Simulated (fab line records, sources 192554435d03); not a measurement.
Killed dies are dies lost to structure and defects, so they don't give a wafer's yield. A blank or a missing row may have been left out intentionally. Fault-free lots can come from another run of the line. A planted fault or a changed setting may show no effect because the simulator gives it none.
Split-lot study || flow n5 finfet || 39 wafers read from 7 lots, route of 1938 steps

## ABOUT THE SPLIT
At N5_BEOL_M11_ILD_DEP_00 (deposits SiCOH lowk from DEMS/porogen, target thk 308.51 nm, time 58 s), the setting time s was moved away from the recipe's 58 s on 15 of the 39 wafers read, by -39.2% to +57.7%. This setting was run at the recipe's value on the other wafers.

## THE PATH FROM SPLIT TO READING: the file shows 1 step between them
- N5_BEOL_M11_CURE_71: cures SiCOH lowk, time 240 s

## THE READING
M11_ILD_THK at N5_BEOL_M11_THK_MEAS_01, in nm. On this fab line, fault-free wafers typically give 268 nm with a standard deviation of 3.3 nm.

{"wafer": "L074.1", "tool, chamber at the split": "pecvd-03, 1", "time s as run, s": 35.27, "against the recipe": "-39.2%", "M11_ILD_THK, nm": 165, "against lot-mates on the recipe": -103}
{"wafer": "L074.2", "tool, chamber at the split": "pecvd-03, 2", "time s as run, s": 58, "against the recipe": "recipe", "M11_ILD_THK, nm": 263, "against lot-mates on the recipe": "-"}
{"wafer": "L074.3", "tool, chamber at the split": "pecvd-03, 0", "time s as run, s": 35.27, "against the recipe": "-39.2%", "M11_ILD_THK, nm": 162, "against lot-mates on the recipe": -106}
{"wafer": "L074.4", "tool, chamber at the split": "pecvd-03, 2", "time s as run, s": 58, "against the recipe": "recipe", "M11_ILD_THK, nm": 270, "against lot-mates on the recipe": "-"}
{"wafer": "L074.5", "tool, chamber at the split": "pecvd-03, 0", "time s as run, s": 58, "against the recipe": "recipe", "M11_ILD_THK, nm": 271, "against lot-mates on the recipe": "-"}
{"wafer": "L074.6", "tool, chamber at the split": "pecvd-03, 1", "time s as run, s": 35.27, "against the recipe": "-39.2%", "M11_ILD_THK, nm": 165, "against lot-mates on the recipe": -103}
{"wafer": "L075.1", "tool, chamber at the split": "pecvd-01, 1", "time s as run, s": 58, "against the recipe": "recipe", "M11_ILD_THK, nm": 266, "against lot-mates on the recipe": "-"}
{"wafer": "L075.2", "tool, chamber at the split": "pecvd-01, 2", "time s as run, s": 58, "against the recipe": "recipe", "M11_ILD_THK, nm": 265, "against lot-mates on the recipe": "-"}
{"wafer": "L075.3", "tool, chamber at the split": "pecvd-01, 0", "time s as run, s": 58, "against the recipe": "recipe", "M11_ILD_THK, nm": 266, "against lot-mates on the recipe": "-"}
{"wafer": "L075.4", "tool, chamber at the split": "pecvd-01, 0", "time s as run, s": 58, "against the recipe": "recipe", "M11_ILD_THK, nm": 272, "against lot-mates on the recipe": "-"}
{"wafer": "L075.5", "tool, chamber at the split": "pecvd-01, 2", "time s as run, s": 58, "against the recipe": "recipe", "M11_ILD_THK, nm": 268, "against lot-mates on the recipe": "-"}
{"wafer": "L075.6", "tool, chamber at the split": "pecvd-01, 1", "time s as run, s": 58, "against the recipe": "recipe", "M11_ILD_THK, nm": 271, "against lot-mates on the recipe": "-"}
{"wafer": "L082.1", "tool, chamber at the split": "pecvd-01, 1", "time s as run, s": 58, "against the recipe": "recipe", "M11_ILD_THK, nm": 264, "against lot-mates on the recipe": "-"}
{"wafer": "L082.2", "tool, chamber at the split": "pecvd-01, 0", "time s as run, s": 70.17, "against the recipe": "+21.0%", "M11_ILD_THK, nm": 318, "against lot-mates on the recipe": "+52"}
{"wafer": "L082.3", "tool, chamber at the split": "pecvd-01, 2", "time s as run, s": 58, "against the recipe": "recipe", "M11_ILD_THK, nm": 265, "against lot-mates on the recipe": "-"}
{"wafer": "L082.4", "tool, chamber at the split": "pecvd-01, 2", "time s as run, s": 70.17, "against the recipe": "+21.0%", "M11_ILD_THK, nm": 323, "against lot-mates on the recipe": "+57"}
{"wafer": "L082.5", "tool, chamber at the split": "pecvd-01, 1", "time s as run, s": 70.17, "against the recipe": "+21.0%", "M11_ILD_THK, nm": 328, "against lot-mates on the recipe": "+62"}
{"wafer": "L082.6", "tool, chamber at the split": "pecvd-01, 0", "time s as run, s": 58, "against the recipe": "recipe", "M11_ILD_THK, nm": 269, "against lot-mates on the recipe": "-"}
{"wafer": "L084.4", "tool, chamber at the split": "pecvd-01, 2", "time s as run, s": 58, "against the recipe": "recipe", "M11_ILD_THK, nm": 270, "against lot-mates on the recipe": "-"}
{"wafer": "L084.5", "tool, chamber at the split": "pecvd-01, 1", "time s as run, s": 58, "against the recipe": "recipe", "M11_ILD_THK, nm": 269, "against lot-mates on the recipe": "-"}
{"wafer": "L084.6", "tool, chamber at the split": "pecvd-01, 0", "time s as run, s": 58, "against the recipe": "recipe", "M11_ILD_THK, nm": 270, "against lot-mates on the recipe": "-"}
{"wafer": "L083.1", "tool, chamber at the split": "pecvd-01, 2", "time s as run, s": 91.45, "against the recipe": "+57.7%", "M11_ILD_THK, nm": 422, "against lot-mates on the recipe": "+151"}
{"wafer": "L083.2", "tool, chamber at the split": "pecvd-01, 1", "time s as run, s": 91.45, "against the recipe": "+57.7%", "M11_ILD_THK, nm": 424, "against lot-mates on the recipe": "+153"}
{"wafer": "L083.3", "tool, chamber at the split": "pecvd-01, 0", "time s as run, s": 58, "against the recipe": "recipe", "M11_ILD_THK, nm": 267, "against lot-mates on the recipe": "-"}
{"wafer": "L083.4", "tool, chamber at the split": "pecvd-01, 2", "time s as run, s": 58, "against the recipe": "recipe", "M11_ILD_THK, nm": 271, "against lot-mates on the recipe": "-"}
{"wafer": "L083.5", "tool, chamber at the split": "pecvd-01, 1", "time s as run, s": 91.45, "against the recipe": "+57.7%", "M11_ILD_THK, nm": 431, "against lot-mates on the recipe": "+160"}
{"wafer": "L083.6", "tool, chamber at the split": "pecvd-01, 0", "time s as run, s": 58, "against the recipe": "recipe", "M11_ILD_THK, nm": 276, "against lot-mates on the recipe": "-"}
{"wafer": "L094.1", "tool, chamber at the split": "pecvd-01, 0", "time s as run, s": 58, "against the recipe": "recipe", "M11_ILD_THK, nm": 269, "against lot-mates on the recipe": "-"}
{"wafer": "L094.2", "tool, chamber at the split": "pecvd-01, 1", "time s as run, s": 40.87, "against the recipe": "-29.5%", "M11_ILD_THK, nm": 189, "against lot-mates on the recipe": -83}
{"wafer": "L094.3", "tool, chamber at the split": "pecvd-01, 0", "time s as run, s": 40.87, "against the recipe": "-29.5%", "M11_ILD_THK, nm": 190, "against lot-mates on the recipe": -82}
{"wafer": "L094.4", "tool, chamber at the split": "pecvd-01, 1", "time s as run, s": 58, "against the recipe": "recipe", "M11_ILD_THK, nm": 275, "against lot-mates on the recipe": "-"}
{"wafer": "L094.5", "tool, chamber at the split": "pecvd-01, 1", "time s as run, s": 58, "against the recipe": "recipe", "M11_ILD_THK, nm": 272, "against lot-mates on the recipe": "-"}
{"wafer": "L094.6", "tool, chamber at the split": "pecvd-01, 0", "time s as run, s": 40.87, "against the recipe": "-29.5%", "M11_ILD_THK, nm": 190, "against lot-mates on the recipe": -82}
{"wafer": "L097.1", "tool, chamber at the split": "pecvd-03, 1", "time s as run, s": 58, "against the recipe": "recipe", "M11_ILD_THK, nm": 267, "against lot-mates on the recipe": "-"}
{"wafer": "L097.2", "tool, chamber at the split": "pecvd-03, 2", "time s as run, s": 58, "against the recipe": "recipe", "M11_ILD_THK, nm": 262, "against lot-mates on the recipe": "-"}
{"wafer": "L097.3", "tool, chamber at the split": "pecvd-03, 0", "time s as run, s": 37.7, "against the recipe": "-35.0%", "M11_ILD_THK, nm": 172, "against lot-mates on the recipe": -93}
{"wafer": "L097.4", "tool, chamber at the split": "pecvd-03, 1", "time s as run, s": 58, "against the recipe": "recipe", "M11_ILD_THK, nm": 265, "against lot-mates on the recipe": "-"}
{"wafer": "L097.5", "tool, chamber at the split": "pecvd-03, 0", "time s as run, s": 37.7, "against the recipe": "-35.0%", "M11_ILD_THK, nm": 175, "against lot-mates on the recipe": -90}
{"wafer": "L097.6", "tool, chamber at the split": "pecvd-03, 2", "time s as run, s": 37.7, "against the recipe": "-35.0%", "M11_ILD_THK, nm": 174, "against lot-mates on the recipe": -91}

FIT RESULTS
A straight line over all 39 wafers: M11_ILD_THK changes by +2.7 nm for each +1% of time s; r = +1.00; the points scatter about the line by 3.4 nm.
The same after taking each lot's own level away (the mean of its wafers on the recipe; 39 wafers): +2.67 nm for each +1%; r = +1.00; scatter 3 nm.
On that fit, the largest move of time s shifts the reading by 1.5e+02 nm.
The span of the lots' own levels, 264.7 to 272.0 nm, comes to 2.2 times the standard deviation stated above.
So the lot-to-lot level changes the slope little: the two slopes agree.
Check: for one of the wafers moved furthest among these (+57.7%), held out of the fit, the line's prediction against its lot-mates is +155 nm. It came out at +151 nm against them.

## THE WHOLE CHAIN: every reading that the file lists as answering this split, in the file's order
{"step": "N5_BEOL_M11_ILD_DEP_00", "what it does": "deposits SiCOH lowk from DEMS/porogen, target thk 308.51 nm, time 58 s", "reading": "SiCOH_lowk_of_BEOL_M11_ILD_DEP_00.thk nm (the simulator's own value, which no gauge read)", "change (the file's fit)": "+3.02 nm for each +1% of the setting", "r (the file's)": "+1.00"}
{"step": "N5_BEOL_M11_CURE_71", "what it does": "cures SiCOH lowk, time 240 s", "reading": "SiCOH_lowk_of_BEOL_M11_ILD_DEP_00.thk nm (the simulator's own value, which no gauge read)", "change (the file's fit)": "+2.67 nm for each +1% of the setting", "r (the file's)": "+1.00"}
{"step": "N5_BEOL_M11_THK_MEAS_01", "what it does": "", "reading": "M11_ILD_THK", "change (the file's fit)": "+2.67 for each +1% of the setting", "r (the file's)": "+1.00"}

## THE FILE'S OWN FIT
M11_ILD_THK changes by +2.67 nm for each +1% of time s, r = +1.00.
